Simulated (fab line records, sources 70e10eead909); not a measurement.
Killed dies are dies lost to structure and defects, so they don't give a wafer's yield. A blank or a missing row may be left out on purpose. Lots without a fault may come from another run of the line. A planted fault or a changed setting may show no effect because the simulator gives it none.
Chamber matching | flow nand_harc | NHARC_P_BONDPAD_STRIP_15 on rie_diel-08: 4 sister chambers
The step strips in O2. 14 wafers are shown with their chamber, then 7 later ones without.

WAFERS WITH THEIR CHAMBER
wafer  | chamber | drypump_motor_current_A (A) | oes_product_au (a.u.) | rf_vpp_V (V)
L074.3 | 2       | 6.0                         | 1.000                 | 56.8
L074.4 | 1       | 5.8                         | 1.009                 | 56.5
L074.6 | 1       | 5.8                         | 1.013                 | 57.8
L078.1 | 0       | 5.7                         | 1.002                 | 58.0
L078.5 | 3       | 6.7                         | 1.009                 | 58.6
L078.6 | 0       | 5.6                         | 1.001                 | 59.1
L079.1 | 1       | 5.8                         | 1.007                 | 57.0
L079.2 | 0       | 5.7                         | 0.993                 | 58.4
L079.6 | 2       | 5.9                         | 0.996                 | 58.7
L081.2 | 2       | 6.0                         | 0.990                 | 57.8
L081.3 | 3       | 6.7                         | 0.993                 | 58.3
L081.6 | 3       | 6.7                         | 0.992                 | 58.3
L087.1 | 3       | 6.7                         | 1.002                 | 57.0
L087.2 | 2       | 6.0                         | 0.981                 | 57.1

SIGNATURES (means of the wafers above)
reading                 | chamber 0 | chamber 1 | chamber 2 | chamber 3 | scatter within a chamber
drypump_motor_current_A | 5.667     | 5.800     | 5.975     | 6.700     | 0.0376
oes_product_au          | 0.99867   | 1.00967   | 0.99175   | 0.99900   | 0.00683
rf_vpp_V                | 58.500    | 57.100    | 57.600    | 58.050    | 0.718
Rule: a wafer's distance from a chamber is the root of the sum, over the readings, of the square of ((its reading less the chamber's mean) divided by the reading's scatter). The wafer belongs to the nearest chamber; if the next one is less than 2 further off, it can't be placed. The scatter: the root of (the sum of the squares of (reading less its chamber's mean) over the shown wafers, divided by (wafers less chambers)).

WAFERS WITHOUT THEIR CHAMBER
wafer  | drypump_motor_current_A (A) | oes_product_au (a.u.) | rf_vpp_V (V)
L087.5 | 6.0                         | 0.998                 | 58.7
L088.3 | 6.0                         | 1.003                 | 58.8
L088.4 | 5.7                         | 0.998                 | 58.0
L088.6 | 5.7                         | 1.016                 | 57.5
L093.1 | 6.0                         | 0.996                 | 57.0
L093.2 | 6.7                         | 0.999                 | 56.4
L093.6 | 6.0                         | 0.991                 | 59.4

WHICH CHAMBER EACH WENT THROUGH
wafer  | from the rows above     | in truth
L087.5 | 2                       | 2
L088.3 | 2                       | 2
L088.4 | 0                       | 0
L088.6 | can't be placed: 1 or 0 | 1
L093.1 | 2                       | 2
L093.2 | 3                       | 3
L093.6 | 2                       | 2
Placed correctly: 6 of 7. Can't be placed from these rows: 1 (the true chamber is among the candidates in 1). Placed wrongly: 0.
